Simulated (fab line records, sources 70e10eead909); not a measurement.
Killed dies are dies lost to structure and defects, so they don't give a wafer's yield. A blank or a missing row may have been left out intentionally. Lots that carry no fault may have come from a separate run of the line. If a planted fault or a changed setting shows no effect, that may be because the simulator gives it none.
Chamber matching ; flow nand harc ; 4 sister chambers for NHARC_A_BLC_CMP_25 on cmp-03
The step polishes, t overpolish 30 s, target thk 150 nm. 4 wafers are shown with their chamber, then 7 later ones without.

== WAFERS, EACH WITH ITS CHAMBER ==
wafer;chamber;motor current A (A)
L077.1;0;13.6
L079.5;2;12.3
L076.1;3;12.2
L076.2;1;12.0

== WAFERS WHOSE CHAMBER IS MISSING ==
wafer;motor current A (A)
L076.5;12.3
L092.4;12.8
L092.5;13.0
L092.6;12.2
L093.3;14.7
L093.4;11.3
L093.5;12.5

== CHAMBER TAKEN BY EACH ==
wafer;from the rows above;in truth
L076.5;can't be placed: 2 or 3 or 1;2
L092.4;can't be placed: 2 or 3 or 0 or 1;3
L092.5;can't be placed: 0 or 2 or 3 or 1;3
L092.6;can't be placed: 3 or 2 or 1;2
L093.3;0;0
L093.4;can't be placed: 1 or 3 or 2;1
L093.5;can't be placed: 2 or 3 or 1 or 0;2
1 of 7 placed correctly. From these rows, 6 cannot be placed; in 6 the true chamber is one of the candidates. 0 placed wrongly.
How it was worked out, from the rows above alone: a wafer's distance from a chamber is the root of the sum, over the readings, of the square of ((its reading less the chamber's mean) divided by the reading's scatter). The wafer belongs to the nearest chamber; if the next one is less than 2 further off, it can't be placed. For every chamber, the mean is computed from those of its wafers that are shown. The scatter: with one shown wafer a chamber, the root of the mean of the squares of how far each hidden wafer lies from its nearest shown one.
